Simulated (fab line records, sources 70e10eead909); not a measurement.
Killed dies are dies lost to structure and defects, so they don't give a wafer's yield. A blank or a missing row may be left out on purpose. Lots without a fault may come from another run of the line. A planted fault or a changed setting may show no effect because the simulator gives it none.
Chamber matching | flow nand_harc | NHARC_A_STAIRCASE_TRIM_196 on rie_diel-09: 4 sister chambers
The step chemistry O2, time 211.2 s. 7 wafers are shown with their chamber, then 7 later ones without.

WAFERS WITH THEIR CHAMBER
wafer  | chamber | showerhead_plenum_p_Torr (Torr) | drypump_motor_current_A (A)
L078.2 | 0       | 3.61                            | 6.0
L078.4 | 1       | 3.56                            | 5.8
L085.1 | 0       | 3.60                            | 5.9
L085.2 | 2       | 3.76                            | 5.8
L085.4 | 3       | 3.70                            | 5.1
L089.1 | 3       | 3.69                            | 5.1
L089.3 | 2       | 3.76                            | 5.8

WAFERS WITHOUT THEIR CHAMBER
wafer  | showerhead_plenum_p_Torr (Torr) | drypump_motor_current_A (A)
L089.6 | 3.55                            | 5.8
L093.1 | 3.69                            | 5.1
L093.5 | 3.59                            | 6.0
L093.6 | 3.54                            | 5.8
L094.1 | 3.54                            | 5.8
L094.2 | 3.69                            | 5.1
L094.4 | 3.59                            | 5.9

WHICH CHAMBER EACH WENT THROUGH
wafer  | from the rows above | in truth
L089.6 | 1                   | 1
L093.1 | 3                   | 3
L093.5 | 0                   | 0
L093.6 | 1                   | 1
L094.1 | 1                   | 1
L094.2 | 3                   | 3
L094.4 | 0                   | 0
Placed correctly: 7 of 7. Can't be placed from these rows: 0. Placed wrongly: 0.
How it was worked out, from the rows above alone: a wafer's distance from a chamber is the root of the sum, over the readings, of the square of ((its reading less the chamber's mean) divided by the reading's scatter). The wafer belongs to the nearest chamber; if the next one is less than 2 further off, it can't be placed. A chamber's mean is the mean of its shown wafers. The scatter: the root of (the sum of the squares of (reading less its chamber's mean) over the shown wafers, divided by (wafers less chambers)).
